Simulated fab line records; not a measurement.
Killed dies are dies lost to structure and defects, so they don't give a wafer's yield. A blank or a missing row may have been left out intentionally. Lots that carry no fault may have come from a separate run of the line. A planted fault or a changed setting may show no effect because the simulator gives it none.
8D (eight disciplines) problem report, filled in by code	flow nand harc	the parts of the form that need people (team, actions taken, sign-off) are left out

1. THE PROBLEM
Mean of cd nm at NHARC_P_M1_CD_MEAS_09: 113.4 nm across 6 wafers in 2 lots; on wafers with no fault it is 129.6 nm (standard deviation 0.68). That puts it -24 standard deviations away from the usual mean.
The step: target cd 130 nm.
First seen on wafer L396.2, day 10 06:15, on cd sem-03. The record holds 42 wafers of 14 lots with a number at this step. Rule for "out" (also "out of limits"): further than 4 standard deviations from the usual mean. The other wafers with a number count as sound.

2. WHAT IT IS, AND WHAT IT ISN'T
question	is	is not
which readings at this step	cd nm	-
which lots	L396, L398	L386, L387, L388, L389, L399, L401, L402, L403, L405, L407, L408, L409
which wafers of those lots	all that have a number	-
read on which gauges	cd sem-02, cd sem-03	cd sem-01
when	from day 10 06:15	up to then (12 sound wafers); but 24 sound wafers of L399, L401, L402, L403, L405, L407, L408, L409 came after

3. WHAT RULES OUT EACH SUSPECT
Counting: a tool at any process step up to the reading remains a suspect when it ran all the lots that are out and ran no sound lot after the first of those.
- the gauge at NHARC_P_M1_CD_MEAS_09: ruled out. Those wafers that are out were read across 2 gauges (cd sem-02, cd sem-03).
- pvd sputter-01 at NHARC_P_M0_PRE_CLEAN_29 (time 30 s): ruled out as a lasting fault. After its first lot that is out, L396 (day 10 06:07), sound lots L403, L405, L408, L409 ran on it. Because NHARC_P_M0_PRE_CLEAN_29 lacks a start for some lots, the hours and order of its lots are taken from NHARC_P_M1_EXPOSE_06.
- arfi scanner-02 at NHARC_P_M1_EXPOSE_06 (exposes mask P M1, target cd 130 nm): kept. All lots that are out passed through it, beginning with L396 at day 10 06:07, and no sound lot followed; its final sound lot before that point was L389 at day 7 07:00. Its own exposure dose mJ cm2 readings are out on those wafers.
Remaining after the count: arfi scanner-02 at NHARC_P_M1_EXPOSE_06.

4. THE CAUSE (what the simulator had put in)
Process parameters drifting: arfi scanner-02 at NHARC_P_M1_EXPOSE_06, beginning at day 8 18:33. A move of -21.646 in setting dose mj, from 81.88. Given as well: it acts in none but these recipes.
This tool alone remained once counting was done.

5. THE EFFECT CHAIN, in route order
Each row: a reading whose mean over the struck wafers that have a number lies more than 3 standard deviations from the usual. Scope: only readings with a usual standard deviation given in the record; hours: median across lots of the time from each lot's start at the first step in this table that gives one to its start at this step; sigmas: change in usual standard deviations.
hours	step	reading	usual	on struck wafers	change	sigmas
0	NHARC_P_M1_EXPOSE_06	exposure dose mJ cm2	81.75	62.32	-19.43	-99 or more
0	NHARC_P_M1_CD_MEAS_09	cd nm	129.6 nm	113.4	-16.2	-24
Process steps it contains:
- NHARC_P_M1_EXPOSE_06: exposes mask P M1, target cd 130 nm.

6. WHAT WOULD HAVE CAUGHT IT SOONER
Counted from the fault's start at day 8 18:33, it took 36 hours until the first out-of-limits reading at a measuring or inspecting step in this record, taken at day 10 06:15.
The tool's own readings at NHARC_P_M1_EXPOSE_06 were out on every struck wafer that the step has a row for (exposure dose mJ cm2): an alarm limit on them would have fired on the first of those.
L398, from the lots that are out (2), started NHARC_P_M1_EXPOSE_06 on arfi scanner-02 later than day 10 06:15. A tool hold placed at that time would have kept it from harm.
